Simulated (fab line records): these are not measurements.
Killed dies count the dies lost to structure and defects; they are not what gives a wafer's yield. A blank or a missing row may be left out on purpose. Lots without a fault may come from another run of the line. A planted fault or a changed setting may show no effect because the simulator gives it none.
fab line records	flow n5_finfet	part 1 of 2: steps 1 to 27 of 32
record lots=5	wafers=15	last_day=17
route steps=1938 shown WELL_APT@42 PMOS_HMC_CHANNEL_EPI@57
lots that met no fault: from a run of the same line without faults
start_h: hours from the record's first day to the start of the lot's first wafer shown	wait_h: time in hours since the lot's previous step	" unchanged from the row above	L1.1+2: one row covering several wafers at once	- no value, or no start given	* or withheld: withheld	< > ~ a bound
route shown NAME@n: a module of which the file shows steps, and the number in the route of the first	usual: mean/standard deviation taken from wafers without a fault	same: alike in all rows	chamber/n: place in a boat	sites: the reading at each site	_std_site: standard deviation of those values	_edge_site: mean of outer sites minus mean of inner sites	radius_mm: how far each site lies from the wafer's centre	mask NAME#n: copy n	behind: tool/chamber where the wafer was last shaped	hold: reason for holding the lot/hours on hold/outcome of the hold	device: the transistor (n, p or np) that didn't switch	end of line: the tests these same wafers got at the end of their route	a step given without rows: its recipe and nothing more	killed: count of dies lost to structure and defects at first sort (not the wafer's yield)	map: per-die view of a wafer (x killed, . not killed, _ where there is no die)
set.NAME: the setting as run; set.NAME@STEP: as run at that earlier step	model.NAME: the simulator's own value behind a step, which no gauge read
lots at selected steps of the route; one table per step, one row per wafer
services: from which hour (start_h, from the record's first day; less than 0 if before it) a tool's chamber was out of use, for how many hours, and why
## steps
# step N5_WELL_APT_HARDBAKE_29
# recipe temp_c=130	time_s=120
# usual heater_power_total_W=148.1/0.83
lot.wafer	tool	chamber	start_h	wait_h	heater_power_total_W
L074.1	litho_track-01	0	-	-	149.0
L074.2	"	0	"	"	149.2
L074.6	"	0	"	"	147.4
L082.2	litho_track-05	0	-	-	147.9
L082.3	"	0	"	"	149.2
L082.4	"	0	"	"	146.8
L089.1	litho_track-01	0	-	-	148.4
L089.4	"	0	"	"	146.7
L089.6	"	0	"	"	147.2
L090.1	litho_track-05	0	-	-	146.8
L090.2	"	0	"	"	148.9
L090.6	"	0	"	"	147.3
L095.1	litho_track-05	0	-	-	149.3
L095.5	"	0	"	"	148.9
L095.6	"	0	"	"	148.2
# step N5_WELL_APT_CD_MEAS_25
# recipe target_cd_nm=200	landing_energy_ev=500	detector=se_inlens
# usual cd_nm=200.4/1.6
lot.wafer	tool	chamber	start_h	wait_h	cd_nm
L074.1	cd_sem-03	0	17.17	-	203.3
L074.2	"	0	"	"	201.3
L074.6	"	0	"	"	202.4
L082.2	cd_sem-03	0	62.93	-	200.4
L082.3	"	0	"	"	200.1
L082.4	"	0	"	"	200.8
L089.1	cd_sem-01	0	105.02	-	198.5
L089.4	"	0	"	"	197.4
L089.6	"	0	"	"	198.6
L090.1	cd_sem-01	0	110.77	-	199.2
L090.2	"	0	"	"	200.7
L090.6	"	0	"	"	200.6
L095.1	cd_sem-01	0	140.85	-	201.6
L095.5	"	0	"	"	200.5
L095.6	"	0	"	"	199.9
# step N5_WELL_APT_OVL_MEAS_26
# recipe points_per_wafer=44
# usual PWELL_OVL=-3/5.9
lot.wafer	tool	chamber	start_h	wait_h	PWELL_OVL[nm]
L074.1	overlay-02	0	17.20	0.0	6
L074.2	"	0	"	"	-2
L074.6	"	0	"	"	2
L082.2	overlay-02	0	62.96	0.0	-2
L082.3	"	0	"	"	0
L082.4	"	0	"	"	-5
L089.1	overlay-02	0	105.05	0.0	10
L089.4	"	0	"	"	-7
L089.6	"	0	"	"	-4
L090.1	overlay-01	0	110.80	0.0	-5
L090.2	"	0	"	"	-9
L090.6	"	0	"	"	-12
L095.1	overlay-01	0	140.88	0.0	-7
L095.5	"	0	"	"	-12
L095.6	"	0	"	"	-8
# step N5_WELL_APT_INSPECT_27
# recipe mode=adi	inspect_instrument=macro
# usual raw_defect_count=2.0/1.5
lot.wafer	tool	chamber	start_h	wait_h	raw_defect_count
L074.1	defect_inspect-01	-	17.22	0.0	0
L074.2	"	-	"	"	2
L074.6	"	-	"	"	2
L082.2	defect_inspect-02	-	62.98	0.0	2
L082.3	"	-	"	"	1
L082.4	"	-	"	"	1
L089.1	defect_inspect-01	-	105.07	0.0	2
L089.4	"	-	"	"	2
L089.6	"	-	"	"	3
L090.1	defect_inspect-01	-	110.82	0.0	2
L090.2	"	-	"	"	6
L090.6	"	-	"	"	4
L095.1	defect_inspect-02	-	140.90	0.0	2
L095.5	"	-	"	"	1
L095.6	"	-	"	"	3
# step N5_WELL_APT_DESCUM_30
# recipe chemistry=O2	time_s=7.9	source_power_w=50	bias_power_w=20	pressure_mtorr=20	rf_frequency_hz=2.712e+07	temp_c=40	o2_flow_sccm=225
# usual chamber_pressure_mTorr=20.000/0.018	drypump_motor_current_A=5.8/0.49	oes_product_au=0.76/0.082	rf_vpp_V=243.2/1.6	showerhead_plenum_p_Torr=2.10/0.081	throttle_valve_pct=20.44/0.26
lot.wafer	tool	chamber	start_h	wait_h	chamber_pressure_mTorr	drypump_motor_current_A	oes_product_au	rf_hours_counter_h	rf_vpp_V	showerhead_plenum_p_Torr	throttle_valve_pct
L074.1	rie_diel-02	0	17.48	0.3	20.016	6.4	0.78	121	243.1	2.11	20.15
L074.2	"	1	"	"	20.023	6.5	0.89	33	246.2	2.23	20.11
L074.6	"	1	"	"	19.991	6.6	0.88	-	245.9	2.23	20.13
L082.2	rie_diel-02	2	63.20	0.2	20.015	5.9	0.76	154	244.0	2.19	20.38
L082.3	"	3	"	"	19.984	5.8	0.70	194	242.5	2.08	20.40
L082.4	"	1	"	"	19.984	6.6	0.86	49	245.3	2.23	20.14
L089.1	rie_diel-02	2	105.15	0.1	19.973	5.9	0.74	166	245.5	2.18	20.37
L089.4	"	0	"	"	20.007	6.3	0.76	147	242.0	2.10	20.17
L089.6	"	0	"	"	19.981	6.4	0.76	-	244.0	2.10	20.20
L090.1	rie_diel-06	0	110.86	0.0	20.011	5.8	0.70	208	244.2	2.08	20.84
L090.2	"	1	"	"	19.977	5.9	0.69	229	239.9	1.97	20.88
L090.6	"	1	"	"	20.019	5.9	0.68	-	240.5	1.97	20.88
L095.1	rie_diel-05	2	140.95	0.0	19.975	5.6	0.96	1	245.1	2.24	20.22
L095.5	"	2	"	"	20.023	5.6	0.96	-	245.9	2.24	20.23
L095.6	"	1	"	"	20.024	5.2	0.84	-	243.2	2.12	20.66
# step N5_WELL_APT_IMPLANT_31
# recipe species=B	energy_kev=60	dose_cm2=1.5e+13	tilt_deg=0	rotation_deg=0
lot.wafer	tool	chamber	start_h	wait_h
L074.1+2+6	implanter-01	0	17.58	0.1
L082.2+3+4	implanter-02	0	63.33	0.1
L089.1+4+6	implanter-01	0	105.25	0.1
L090.1+2+6	implanter-02	0	110.96	0.1
L095.1+5+6	implanter-02	0	141.05	0.1
# step N5_WELL_APT_IMPLANT_32
# recipe species=BF2	energy_kev=50	dose_cm2=2e+13	tilt_deg=0	rotation_deg=0
lot.wafer	tool	chamber	start_h	wait_h
L074.1+2+6	implanter-01	0	17.76	0.1
L082.2+3+4	implanter-02	0	63.51	0.1
L089.1+4+6	implanter-01	0	105.43	0.1
L090.1+2+6	implanter-02	0	111.14	0.1
L095.1+5+6	implanter-02	0	141.23	0.1
# step N5_WELL_APT_STRIP_33
# recipe chemistry=SPM	time_s=900	temp_c=130	h2so4_h2o2_vol_ratio=4	dry=ipa_marangoni
lot.wafer	tool	chamber	start_h	wait_h
L074.1+2+6	wet_bench-06	4,2,3	17.97	0.2
L082.2+3+4	wet_bench-06	6,7,2	63.69	0.1
L089.1+4+6	wet_bench-03	6,7,0	105.65	0.2
L090.1+2+6	wet_bench-03	3,6,2	111.34	0.2
L095.1+5+6	wet_bench-01	7,0,3	141.44	0.2
# step N5_WELL_APT_RTA_34
# recipe temp_c=1000	time_s=10	ambient=N2	idle_temp_c=600	ramp_up_c_per_s=150	ramp_down_c_per_s=60	cool_to_c=600
# usual anneal_temp_c_max=1005.3/1.9	lamp_power_pct=13.00/0.051	wafer_temp_C_max=1003.5/1.1
lot.wafer	tool	chamber	start_h	wait_h	anneal_temp_c_max	lamp_power_pct	wafer_temp_C_max
L074.1	rtp_anneal-01	0	18.25	0.0	1003.5	13.01	1004.3
L074.2	"	0	"	"	1002.5	12.94	1003.5
L074.6	"	0	"	"	1002.5	13.07	1003.4
L082.2	rtp_anneal-01	0	63.98	0.0	1002.9	13.08	1004.9
L082.3	"	0	"	"	1003.7	13.07	1005.1
L082.4	"	0	"	"	1002.2	13.04	1003.9
L089.1	rtp_anneal-02	0	105.93	0.0	1004.6	13.00	1005.0
L089.4	"	0	"	"	1007.6	12.94	1003.4
L089.6	"	0	"	"	1005.9	13.06	1005.1
L090.1	rtp_anneal-01	0	111.62	0.0	1002.9	13.03	1004.4
L090.2	"	0	"	"	1003.4	12.95	1002.8
L090.6	"	0	"	"	1003.1	12.90	1004.1
L095.1	rtp_anneal-02	0	142.01	0.3	1006.9	12.99	1002.4
L095.5	"	0	"	"	1005.8	12.92	1002.7
L095.6	"	0	"	"	1007.1	12.90	1001.6
# step N5_WELL_APT_OXIDE_STRIP_42
# recipe chemistry=dHF	dilution=25:1	time_s=45	temp_c=25	target=SiO2	target_depth_a=120
lot.wafer	tool	chamber	start_h	wait_h
L074.1+2+6	wet_bench-03	3,6,4	18.39	0.1
L082.2+3+4	wet_bench-06	2,7,4	64.11	0.1
L089.1+4+6	wet_bench-01	0,1,5	106.07	0.1
L090.1+2+6	wet_bench-06	4,5,3	111.76	0.1
L095.1+5+6	wet_bench-01	0,2,6	142.15	0.1
# step N5_WELL_APT_PRECLEAN_36
# recipe chemistry=O3/DIW	time_s=45	temp_c=22	o3_ppm=10
lot.wafer	tool	chamber	start_h	wait_h
L074.1+2+6	wet_bench-03	3,6,4	18.41	0.0
L082.2+3+4	wet_bench-06	2,7,4	64.13	0.0
L089.1+4+6	wet_bench-01	0,1,5	106.09	0.0
L090.1+2+6	wet_bench-06	4,5,3	111.78	0.0
L095.1+5+6	wet_bench-01	0,2,6	142.17	0.0
# step N5_WELL_APT_PRECLEAN_39
# recipe chemistry=dHF	time_s=60	dilution=150:1	temp_c=25
lot.wafer	tool	chamber	start_h	wait_h
L074.1+2+6	wet_bench-03	3,6,4	18.42	0.0
L082.2+3+4	wet_bench-06	2,7,4	64.14	0.0
L089.1+4+6	wet_bench-01	0,1,5	106.10	0.0
L090.1+2+6	wet_bench-06	4,5,3	111.79	0.0
L095.1+5+6	wet_bench-01	0,2,6	142.18	0.0
# step N5_WELL_APT_SRD_37
# recipe dry=ipa_marangoni	do_ppb=5	time_s=30	temp_c=23	rinse_liquid=diw
lot.wafer	tool	chamber	start_h	wait_h
L074.1+2+6	wet_bench-03	3,6,4	18.44	0.0
L082.2+3+4	wet_bench-06	2,7,4	64.16	0.0
L089.1+4+6	wet_bench-01	0,1,5	106.12	0.0
L090.1+2+6	wet_bench-06	4,5,3	111.81	0.0
L095.1+5+6	wet_bench-01	0,2,6	142.20	0.0
# step N5_WELL_APT_EPI_41
# recipe material=Si	target_thk_a=500	temp_c=650	precursor=SiH4/H2	pressure_torr=20	time_s=297.7
# usual susceptor_temp_C_max=651.3/0.45	throttle_valve_pct=11.0/0.48
lot.wafer	tool	chamber	start_h	wait_h	susceptor_temp_C_max	throttle_valve_pct
L074.1	epi_rpcvd-03	0	18.49	0.0	651.1	10.4
L074.2	"	0	"	"	651.3	10.6
L074.6	"	0	"	"	650.7	10.7
L082.2	epi_rpcvd-01	0	64.34	0.2	651.9	11.7
L082.3	"	0	"	"	651.1	11.7
L082.4	"	0	"	"	651.7	11.5
L089.1	epi_rpcvd-02	0	106.17	0.0	651.6	11.3
L089.4	"	0	"	"	651.2	11.3
L089.6	"	0	"	"	651.5	11.4
L090.1	epi_rpcvd-02	0	111.86	0.0	651.2	11.5
L090.2	"	0	"	"	650.9	11.4
L090.6	"	0	"	"	651.2	11.3
L095.1	epi_rpcvd-01	0	142.25	0.0	652.3	11.4
L095.5	"	0	"	"	651.6	11.6
L095.6	"	0	"	"	651.7	11.6
# step N5_WELL_APT_INSPECT_38
# recipe inspect_instrument=darkfield	mode=post_epi
# usual raw_defect_count=13/4.9
lot.wafer	tool	chamber	start_h	wait_h	raw_defect_count
L074.1	defect_inspect-01	-	19.32	0.7	12
L074.2	"	-	"	"	6
L074.6	"	-	"	"	12
L082.2	defect_inspect-01	-	65.04	0.6	15
L082.3	"	-	"	"	20
L082.4	"	-	"	"	12
L089.1	defect_inspect-01	-	106.80	0.5	18
L089.4	"	-	"	"	15
L089.6	"	-	"	"	22
L090.1	defect_inspect-02	-	112.49	0.5	19
L090.2	"	-	"	"	13
L090.6	"	-	"	"	10
L095.1	defect_inspect-02	-	143.36	0.9	11
L095.5	"	-	"	"	15
L095.6	"	-	"	"	8
# step N5_PMOS_HMC_CHANNEL_EPI_HM_DEP_34
# recipe material=SiO2	target_thk_a=360	temp_c=400	precursor=TEOS/O2	pressure_torr=6.5	rf_w=900	teos_flow_sccm=161.4	gas=O2	flow_sccm=2650	time_s=6.9
# usual heater_power_w=599/120	showerhead_plenum_p_Torr=8.349/0.025	throttle_valve_pct=18.5/1.3
lot.wafer	tool	chamber	start_h	wait_h	heater_power_w	showerhead_plenum_p_Torr	throttle_valve_pct
L074.1	pecvd-04	2	19.36	0.0	740	8.333	18.5
L074.2	"	0	"	"	697	8.388	16.9
L074.6	"	1	"	"	828	8.308	18.1
L082.2	pecvd-01	2	65.08	0.0	522	8.352	16.6
L082.3	"	1	"	"	423	8.344	19.0
L082.4	"	0	"	"	580	8.364	19.9
L089.1	pecvd-04	2	106.84	0.0	607	8.361	18.5
L089.4	"	1	"	"	745	8.289	18.0
L089.6	"	0	"	"	648	8.399	16.9
L090.1	pecvd-03	2	112.53	0.0	748	8.314	18.4
L090.2	"	0	"	"	398	8.354	20.2
L090.6	"	0	"	"	399	8.358	20.0
L095.1	pecvd-01	2	143.39	0.0	550	8.345	16.3
L095.5	"	0	"	"	551	8.360	20.1
L095.6	"	1	"	"	445	8.339	19.1
# step N5_PMOS_HMC_CHANNEL_EPI_COAT_31
# recipe resist=BARC	temp_c=205	time_s=60	spin_rpm=1500	resist_thk_nm=66
# usual heater_power_total_W=391.6/1.2
lot.wafer	tool	chamber	start_h	wait_h	heater_power_total_W
L074.1	litho_track-03	0	19.41	0.0	392.7
L074.2	"	0	"	"	391.8
L074.6	"	0	"	"	390.2
L082.2	litho_track-01	0	65.14	0.0	393.5
L082.3	"	0	"	"	390.4
L082.4	"	0	"	"	391.7
L089.1	litho_track-04	0	106.89	0.0	393.0
L089.4	"	0	"	"	390.0
L089.6	"	0	"	"	391.3
L090.1	litho_track-01	0	112.59	0.0	392.2
L090.2	"	0	"	"	392.8
L090.6	"	0	"	"	393.9
L095.1	litho_track-03	0	143.45	0.0	391.4
L095.5	"	0	"	"	389.9
L095.6	"	0	"	"	390.6
# step N5_PMOS_HMC_CHANNEL_EPI_COAT_03
# recipe resist=CAR-ArF-block	spin_rpm=1500	resist_thk_nm=205
lot.wafer	tool	chamber	start_h	wait_h
L074.1+2+6	litho_track-03	0	-	-
L082.2+3+4	litho_track-01	0	-	-
L089.1+4+6	litho_track-04	0	-	-
L090.1+2+6	litho_track-01	0	-	-
L095.1+5+6	litho_track-03	0	-	-
# step N5_PMOS_HMC_CHANNEL_EPI_EBR_05
# recipe solvent=PGMEA	ebr_width_mm=1.5
lot.wafer	tool	chamber	start_h	wait_h
L074.1+2+6	litho_track-03	0	-	-
L082.2+3+4	litho_track-01	0	-	-
L089.1+4+6	litho_track-04	0	-	-
L090.1+2+6	litho_track-01	0	-	-
L095.1+5+6	litho_track-03	0	-	-
# step N5_PMOS_HMC_CHANNEL_EPI_SOFTBAKE_04
# recipe temp_c=110	time_s=60	resist=CAR-ArF-block
# usual heater_power_total_W=175.3/1.7
lot.wafer	tool	chamber	start_h	wait_h	heater_power_total_W
L074.1	litho_track-03	0	-	-	177.5
L074.2	"	0	"	"	176.9
L074.6	"	0	"	"	173.5
L082.2	litho_track-01	0	-	-	173.9
L082.3	"	0	"	"	175.3
L082.4	"	0	"	"	176.6
L089.1	litho_track-04	0	-	-	175.7
L089.4	"	0	"	"	177.6
L089.6	"	0	"	"	177.2
L090.1	litho_track-01	0	-	-	173.1
L090.2	"	0	"	"	177.2
L090.6	"	0	"	"	174.8
L095.1	litho_track-03	0	-	-	173.0
L095.5	"	0	"	"	177.5
L095.6	"	0	"	"	173.6
# step N5_PMOS_HMC_CHANNEL_EPI_EXPOSE_06
# recipe mask_id=PMOS_HMC_BLK	na=1.35	source_shape=conventional	sigma_outer=0.8	polarization=unpolarized	target_cd_nm=240	dose_mj=41
lot.wafer	tool	chamber	start_h	wait_h	mask
L074.1+2+6	arfi_scanner-01	0	19.51	-	PMOS_HMC_BLK#0
L082.2+3+4	arfi_scanner-02	0	65.37	-	PMOS_HMC_BLK#0
L089.1+4+6	arfi_scanner-02	0	107.12	-	PMOS_HMC_BLK#0
L090.1+2+6	arfi_scanner-03	0	112.81	-	PMOS_HMC_BLK#0
L095.1+5+6	arfi_scanner-03	0	143.67	-	PMOS_HMC_BLK#0
# step N5_PMOS_HMC_CHANNEL_EPI_PEB_07
# recipe peb_temp_c=110	peb_time_s=60	resist=CAR-ArF-block
# usual heater_power_total_W=175.2/1.7
lot.wafer	tool	chamber	start_h	wait_h	heater_power_total_W
L074.1	litho_track-03	0	19.57	0.1	175.2
L074.2	"	0	"	"	174.0
L074.6	"	0	"	"	177.2
L082.2	litho_track-03	0	65.42	0.0	175.3
L082.3	"	0	"	"	176.3
L082.4	"	0	"	"	177.5
L089.1	litho_track-03	0	107.18	0.1	175.9
L089.4	"	0	"	"	173.0
L089.6	"	0	"	"	175.5
L090.1	litho_track-03	0	112.87	0.1	176.9
L090.2	"	0	"	"	173.4
L090.6	"	0	"	"	173.0
L095.1	litho_track-03	0	143.73	0.1	174.8
L095.5	"	0	"	"	177.5
L095.6	"	0	"	"	173.7
# step N5_PMOS_HMC_CHANNEL_EPI_DEVELOP_08
# recipe develop_time_s=30	developer=TMAH	resist=CAR-ArF-block	dev_temp_c=23	rinse_liquid=diw	dry=air_spin
lot.wafer	tool	chamber	start_h	wait_h
L074.1+2+6	litho_track-03	0	-	-
L082.2+3+4	litho_track-03	0	-	-
L089.1+4+6	litho_track-03	0	-	-
L090.1+2+6	litho_track-03	0	-	-
L095.1+5+6	litho_track-03	0	-	-
# step N5_PMOS_HMC_CHANNEL_EPI_CD_MEAS_09
# recipe target_cd_nm=237.4	landing_energy_ev=500	detector=se_inlens
# usual cd_nm=237.3/0.83
lot.wafer	tool	chamber	start_h	wait_h	cd_nm
L074.1	cd_sem-01	0	19.64	-	237.1
L074.2	"	0	"	"	237.3
L074.6	"	0	"	"	237.7
L082.2	cd_sem-01	0	65.49	-	238.5
L082.3	"	0	"	"	237.8
L082.4	"	0	"	"	236.9
L089.1	cd_sem-01	0	107.24	-	236.0
L089.4	"	0	"	"	237.1
L089.6	"	0	"	"	235.8
L090.1	cd_sem-02	0	112.94	-	237.4
L090.2	"	0	"	"	238.1
L090.6	"	0	"	"	239.0
L095.1	cd_sem-03	0	143.80	-	237.3
L095.5	"	0	"	"	237.6
L095.6	"	0	"	"	238.6
# step N5_PMOS_HMC_CHANNEL_EPI_OVL_MEAS_10
# recipe points_per_wafer=44
# usual PMOS_HMC_BLK_OVL=0.1/0.76
lot.wafer	tool	chamber	start_h	wait_h	PMOS_HMC_BLK_OVL[nm]
L074.1	overlay-02	0	19.67	0.0	1.0
L074.2	"	0	"	"	0.4
L074.6	"	0	"	"	0.3
L082.2	overlay-02	0	65.51	0.0	-1.0
L082.3	"	0	"	"	0.3
L082.4	"	0	"	"	-0.3
L089.1	overlay-01	0	107.27	0.0	1.0
L089.4	"	0	"	"	0.9
L089.6	"	0	"	"	1.2
L090.1	overlay-01	0	112.97	0.0	-0.6
L090.2	"	0	"	"	-0.1
L090.6	"	0	"	"	0.0
L095.1	overlay-01	0	143.83	0.0	0.9
L095.5	"	0	"	"	0.3
L095.6	"	0	"	"	-0.6
# step N5_PMOS_HMC_CHANNEL_EPI_INSPECT_11
# recipe mode=adi	inspect_instrument=macro
# usual raw_defect_count=2.2/1.5
lot.wafer	tool	chamber	start_h	wait_h	raw_defect_count
L074.1	defect_inspect-01	-	19.69	0.0	4
L074.2	"	-	"	"	4
L074.6	"	-	"	"	4
L082.2	defect_inspect-02	-	65.54	0.0	1
L082.3	"	-	"	"	2
L082.4	"	-	"	"	1
L089.1	defect_inspect-02	-	107.30	0.0	0
L089.4	"	-	"	"	0
L089.6	"	-	"	"	1
L090.1	defect_inspect-02	-	112.99	0.0	2
L090.2	"	-	"	"	3
L090.6	"	-	"	"	3
L095.1	defect_inspect-02	-	143.86	0.0	0
L095.5	"	-	"	"	1
L095.6	"	-	"	"	2
# step N5_PMOS_HMC_CHANNEL_EPI_DESCUM_14
# recipe chemistry=O2	time_s=7.9	source_power_w=50	bias_power_w=20	pressure_mtorr=20	rf_frequency_hz=2.712e+07	temp_c=40	resist=CAR-ArF-block	o2_flow_sccm=225
# usual chamber_pressure_mTorr=20.003/0.018	drypump_motor_current_A=5.9/0.62	oes_product_au=0.74/0.066	rf_vpp_V=243.2/1.5	showerhead_plenum_p_Torr=2.09/0.075	throttle_valve_pct=20.45/0.21
lot.wafer	tool	chamber	start_h	wait_h	chamber_pressure_mTorr	drypump_motor_current_A	oes_product_au	rf_hours_counter_h	rf_vpp_V	showerhead_plenum_p_Torr	throttle_valve_pct
L074.1	rie_diel-01	1	19.73	0.0	19.983	4.7	0.70	211	243.9	2.15	20.65
L074.2	"	3	"	"	19.994	6.3	0.83	55	242.2	2.03	20.12
L074.6	"	1	"	"	20.021	4.7	0.70	-	242.4	2.15	20.66
L082.2	rie_diel-01	2	65.58	0.0	19.999	6.6	0.69	214	242.3	2.08	20.78
L082.3	"	1	"	"	19.988	4.7	0.70	227	244.9	2.15	20.67
L082.4	"	3	"	"	19.983	6.2	0.83	71	242.4	2.03	20.16
L089.1	rie_diel-01	2	107.33	0.0	20.016	6.6	0.68	226	240.8	2.07	20.81
L089.4	"	3	"	"	20.009	6.2	0.81	-	241.6	2.02	20.15
L089.6	"	1	"	"	19.993	4.7	0.68	-	243.7	2.14	20.69
L090.1	rie_diel-01	2	113.03	0.0	19.978	6.6	0.68	228	242.1	2.07	20.81
L090.2	"	1	"	"	19.985	4.7	0.68	240	243.2	2.14	20.71
L090.6	"	2	"	"	20.016	6.6	0.68	-	242.6	2.07	20.80
L095.1	rie_diel-03	2	144.87	1.0	19.999	5.5	0.74	173	243.3	2.08	20.48
L095.5	"	1	"	"	19.989	6.1	0.74	-	243.4	2.20	20.55
L095.6	"	0	"	"	20.011	5.1	0.74	-	241.7	2.01	20.27
